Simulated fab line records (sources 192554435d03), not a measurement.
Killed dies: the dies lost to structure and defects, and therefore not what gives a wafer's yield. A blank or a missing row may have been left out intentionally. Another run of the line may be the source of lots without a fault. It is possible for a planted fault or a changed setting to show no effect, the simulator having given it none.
Which tool is to blame? + flow n5 finfet + Sampling: 10 lots, 30 wafers, 5 of 1938 route steps

== WHAT THE GAUGES READ, wafer by wafer ==
N5_WELL_APT_CD_MEAS_25: target cd 200 nm. Usual: cd nm at 200.1 nm, with a standard deviation of 2.2.
| lot  | measured    | on        | cd nm (nm)        | flag |
|------|-------------|-----------|-------------------|------|
| L728 | day 1 14:51 | cd sem-03 | 199.3 199.3 200.2 |      |
| L730 | day 2 02:48 | cd sem-01 | 200.8 202.2 201.5 |      |
| L732 | day 2 15:04 | cd sem-02 | 203.1 204.0 204.9 |      |
| L733 | day 2 21:28 | cd sem-03 | 205.1 201.3 204.3 |      |
| L736 | day 3 15:02 | cd sem-03 | 198.5 202.1 197.8 |      |
| L737 | day 3 20:50 | cd sem-01 | 197.8 199.7 200.7 |      |
| L738 | day 4 02:50 | cd sem-01 | 196.9 197.5 198.0 |      |
| L739 | day 4 08:52 | cd sem-01 | 199.0 197.6 200.0 |      |
| L750 | day 7 03:44 | cd sem-01 | 198.9 201.1 199.7 |      |
| L751 | day 7 08:44 | cd sem-03 | 200.6 201.3 201.0 |      |

N5_BEOL_M4_RC_MEAS_101. Usual: CJ_N 4.35, standard deviation 0.084; DIBL_N 36.0 mV/V, standard deviation 1.7; DIBL_P 36.2 mV/V, standard deviation 1.9; IOFF_N 0.154 nA/um, standard deviation 0.028; IOFF_P 0.21 nA/um, standard deviation 0.036; ION_N 675 uA/um, standard deviation 11; ION_P 463 uA/um, standard deviation 8.3; RS_PWELL 3012 ohm/sq, standard deviation 25; SS_N 71.4 mV/dec, standard deviation 0.63; SS_P 73.2 mV/dec, standard deviation 0.55; VT_N 250.2 mV, standard deviation 3; VT_P -251 mV, standard deviation 3.7.
| lot  | measured     | on        | CJ_N           | DIBL_N (mV/V)  | DIBL_P (mV/V)  | IOFF_N (nA/um)    | IOFF_P (nA/um) | ION_N (uA/um) | ION_P (uA/um) | RS_PWELL (ohm/sq) | SS_N (mV/dec)  | SS_P (mV/dec)  | VT_N (mV)         | VT_P (mV)      | flag |
|------|--------------|-----------|----------------|----------------|----------------|-------------------|----------------|---------------|---------------|-------------------|----------------|----------------|-------------------|----------------|------|
| L728 | day 9 00:48  | prober-02 | 4.20 4.23 4.19 | 37.5 34.2 36.4 | 37.4 33.4 35.8 | 0.178 0.133 0.157 | 0.29 0.23 0.26 | 673 672 666   | 469 475 468   | 2993 2985 2994    | 71.7 70.0 71.2 | 73.6 73.3 73.5 | 248.0 251.1 253.0 | -242 -245 -243 |      |
| L730 | day 13 19:13 | prober-01 | 4.33 4.38 4.39 | 34.5 36.8 37.0 | 35.1 38.3 39.3 | 0.143 0.181 0.202 | 0.19 0.23 0.26 | 664 683 688   | 458 470 469   | 2999 3038 2993    | 71.8 71.7 72.3 | 73.2 74.0 73.5 | 250.0 249.0 244.7 | -254 -251 -247 |      |
| L732 | day 10 23:41 | prober-02 | 4.36 4.41 4.33 | 37.7 38.0 34.4 | 38.6 38.8 34.9 | 0.180 0.185 0.128 | 0.23 0.23 0.17 | 685 679 671   | 477 467 462   | 3061 3033 3031    | 71.5 72.4 71.1 | 73.7 73.4 72.3 | 249.5 246.9 252.7 | -247 -248 -250 |      |
| L733 | day 11 22:34 | prober-01 | 4.29 4.33 4.48 | 38.5 34.9 37.2 | 40.8 36.2 39.1 | 0.191 0.124 0.178 | 0.23 0.17 0.20 | 689 654 700   | 469 455 465   | 3015 3027 3036    | 71.7 71.2 71.2 | 73.7 73.0 74.1 | 247.8 255.7 246.3 | -248 -254 -252 |      |
| L736 | day 12 12:19 | prober-01 | 3.28 3.31 3.29 | 33.4 36.5 33.5 | 32.9 37.7 34.8 | 0.116 0.176 0.119 | 0.15 0.21 0.17 | 661 677 665   | 452 465 463   | 2744 2755 2726    | 71.3 71.5 70.7 | 71.7 73.0 72.3 | 254.9 248.5 251.4 | -254 -248 -254 | OFF  |
| L737 | day 12 18:04 | prober-02 | 3.32 3.30 3.27 | 35.9 38.7 36.8 | 34.8 36.5 35.5 | 0.151 0.198 0.161 | 0.19 0.21 0.19 | 683 678 674   | 463 459 453   | 2721 2707 2729    | 71.5 73.1 71.8 | 73.5 73.3 73.5 | 247.9 249.3 250.3 | -253 -250 -254 | OFF  |
| L738 | day 13 03:38 | prober-02 | 4.23 4.21 4.38 | 38.4 36.0 37.1 | 38.3 35.2 35.5 | 0.186 0.135 0.162 | 0.21 0.17 0.18 | 689 667 677   | 457 452 456   | 3022 2984 2970    | 71.5 71.5 71.9 | 73.9 73.1 73.5 | 247.5 250.2 250.1 | -252 -253 -255 |      |
| L739 | day 13 09:31 | prober-01 | 4.27 4.27 4.28 | 38.1 36.0 37.3 | 39.2 36.2 37.9 | 0.194 0.148 0.170 | 0.22 0.17 0.20 | 699 669 677   | 468 449 454   | 3000 2983 3009    | 71.7 71.4 71.6 | 73.8 73.2 73.6 | 248.7 251.7 249.3 | -251 -256 -255 |      |
| L750 | day 15 08:19 | prober-01 | 4.28 4.31 4.43 | 36.7 37.2 36.0 | 35.6 37.2 34.8 | 0.158 0.174 0.164 | 0.24 0.26 0.23 | 666 677 686   | 465 471 477   | 3036 3052 3038    | 71.5 71.2 71.5 | 73.4 73.7 73.0 | 252.7 247.7 248.4 | -247 -243 -247 |      |
| L751 | day 15 11:02 | prober-02 | 4.43 4.56 4.39 | 36.1 35.9 37.9 | 36.9 34.8 39.6 | 0.145 0.148 0.192 | 0.21 0.19 0.25 | 660 662 697   | 455 456 471   | 3016 3030 3030    | 71.4 71.4 72.3 | 73.0 72.7 73.9 | 253.2 252.0 247.7 | -253 -252 -249 |      |

== EACH LOT AND THE TOOL THAT RAN IT (in order: tool; ch and the chambers of the sampled wafers; start) ==
| lot  | N5_WELL_APT_IMPLANT_32         | N5_PMOS_HMC_CHANNEL_EPI_CMP_21 | N5_PMOS_HMC_CHANNEL_EPI_EPI_26 |
|------|--------------------------------|--------------------------------|--------------------------------|
| L728 | implanter-01 ch 0, day 1 15:26 | cmp-03 ch 0,1,3, day 1 19:16   | epi rpcvd-03 ch 0, day 1 19:35 |
| L730 | implanter-02 ch 0, day 2 03:14 | cmp-03 ch 2,3, day 2 07:26     | epi rpcvd-03 ch 0, day 2 07:56 |
| L732 | implanter-02 ch 0, day 2 15:39 | cmp-01 ch 0,2, day 2 19:37     | epi rpcvd-01 ch 0, day 2 20:05 |
| L733 | implanter-02 ch 0, day 2 21:49 | cmp-01 ch 0,3, day 3 01:41     | epi rpcvd-03 ch 0, day 3 02:05 |
| L736 | implanter-02 ch 0, day 3 15:25 | cmp-01 ch 1,2,3, day 3 19:49   | epi rpcvd-01 ch 0, day 3 20:20 |
| L737 | implanter-02 ch 0, day 3 21:13 | cmp-01 ch 2,3, day 4 01:17     | epi rpcvd-04 ch 0, day 4 01:55 |
| L738 | implanter-01 ch 0, day 4 03:27 | cmp-01 ch 0,2,3, day 4 07:11   | epi rpcvd-01 ch 0, day 4 07:36 |
| L739 | implanter-01 ch 0, day 4 09:14 | cmp-02 ch 0,1,3, day 4 13:09   | epi rpcvd-04 ch 0, day 4 13:31 |
| L750 | implanter-02 ch 0, day 7 04:14 | cmp-01 ch 0,1,2, day 7 08:34   | epi rpcvd-01 ch 0, day 7 10:44 |
| L751 | implanter-02 ch 0, day 7 09:18 | cmp-03 ch 0,2,3, day 7 14:13   | epi rpcvd-04 ch 0, day 7 14:33 |
- N5_WELL_APT_IMPLANT_32
- N5_PMOS_HMC_CHANNEL_EPI_CMP_21: polishes SiGe30, target thk 54 nm.
- N5_PMOS_HMC_CHANNEL_EPI_EPI_26: deposits Si from SiH4/H2, target thk 3.8 nm, time 22.7 s.

== WHAT THE TOOLS THEMSELVES READ (means of the sampled wafers that have a number; where no wafer has one, the mark that the record gives instead) ==
N5_WELL_APT_IMPLANT_32. Usual: beam energy keV 49.997, standard deviation 0.015; rotation deg 0.003 degrees, standard deviation 0.017; tilt deg 0.002 degrees, standard deviation 0.018.
| lot  | tool         | beam energy keV | rotation deg (degrees) | tilt deg (degrees) | flag |
|------|--------------|-----------------|------------------------|--------------------|------|
| L728 | implanter-01 | 49.980          | 0.019                  | -0.024             |      |
| L730 | implanter-02 | 50.001          | 0.004                  | 0.008              |      |
| L732 | implanter-02 | 50.015          | 0.017                  | 0.016              |      |
| L733 | implanter-02 | 50.010          | 0.012                  | -0.017             |      |
| L736 | implanter-02 | 68.479          | 0.022                  | -0.012             | OFF  |
| L737 | implanter-02 | 68.469          | -0.009                 | 0.004              | OFF  |
| L738 | implanter-01 | 50.019          | 0.001                  | -0.002             |      |
| L739 | implanter-01 | 50.009          | 0.004                  | -0.005             |      |
| L750 | implanter-02 | 49.986          | -0.016                 | -0.001             |      |
| L751 | implanter-02 | 49.971          | -0.003                 | -0.022             |      |

N5_PMOS_HMC_CHANNEL_EPI_CMP_21. Usual: motor current A at 12.3 A, with a standard deviation of 0.68.
| lot  | tool   | motor current A (A) | flag |
|------|--------|---------------------|------|
| L728 | cmp-03 | 12.4                |      |
| L730 | cmp-03 | 12.6                |      |
| L732 | cmp-01 | 12.6                |      |
| L733 | cmp-01 | 12.4                |      |
| L736 | cmp-01 | 12.2                |      |
| L737 | cmp-01 | 12.3                |      |
| L738 | cmp-01 | 12.1                |      |
| L739 | cmp-02 | 11.8                |      |
| L750 | cmp-01 | 12.3                |      |
| L751 | cmp-03 | 12.5                |      |

N5_PMOS_HMC_CHANNEL_EPI_EPI_26. Usual: throttle valve pct at 10.82 %, with a standard deviation of 0.29.
| lot  | tool         | throttle valve pct (%) | flag |
|------|--------------|------------------------|------|
| L728 | epi rpcvd-03 | 10.95                  |      |
| L730 | epi rpcvd-03 | 10.88                  |      |
| L732 | epi rpcvd-01 | 10.45                  |      |
| L733 | epi rpcvd-03 | 10.86                  |      |
| L736 | epi rpcvd-01 | 10.54                  |      |
| L737 | epi rpcvd-04 | 11.08                  |      |
| L738 | epi rpcvd-01 | 10.64                  |      |
| L739 | epi rpcvd-04 | 11.12                  |      |
| L750 | epi rpcvd-01 | 10.58                  |      |
| L751 | epi rpcvd-04 | 10.99                  |      |

== THE ANSWER, worked out from the rows above alone ==
Rule: lot off if the mean of its wafers having a number is beyond 3 standard deviations from the usual mean. Also off: a lot with no number at a reading for which 4 or more lots have one. Any other lot the step has rows for is counted as sound. First the gauges in route order, then the tools' own readings, where a lot's mean is used as printed above. The first step at which some lot is off is used, and at that step the reading that is off furthest; a lot without a number counts as furthest.
Off: L736, L737, at N5_BEOL_M4_RC_MEAS_101 (CJ_N).
A tool fits if, at a process step before that reading, it ran every lot that is off, and no sound lot after the first of them. Not tried: the gauges at N5_BEOL_M4_RC_MEAS_101; whatever is off there is also off at N5_WELL_APT_IMPLANT_32, on other tools, and gauge error can't account for it. None of those tried fits.

== WHAT WAS PUT IN BY THE SIMULATOR ==
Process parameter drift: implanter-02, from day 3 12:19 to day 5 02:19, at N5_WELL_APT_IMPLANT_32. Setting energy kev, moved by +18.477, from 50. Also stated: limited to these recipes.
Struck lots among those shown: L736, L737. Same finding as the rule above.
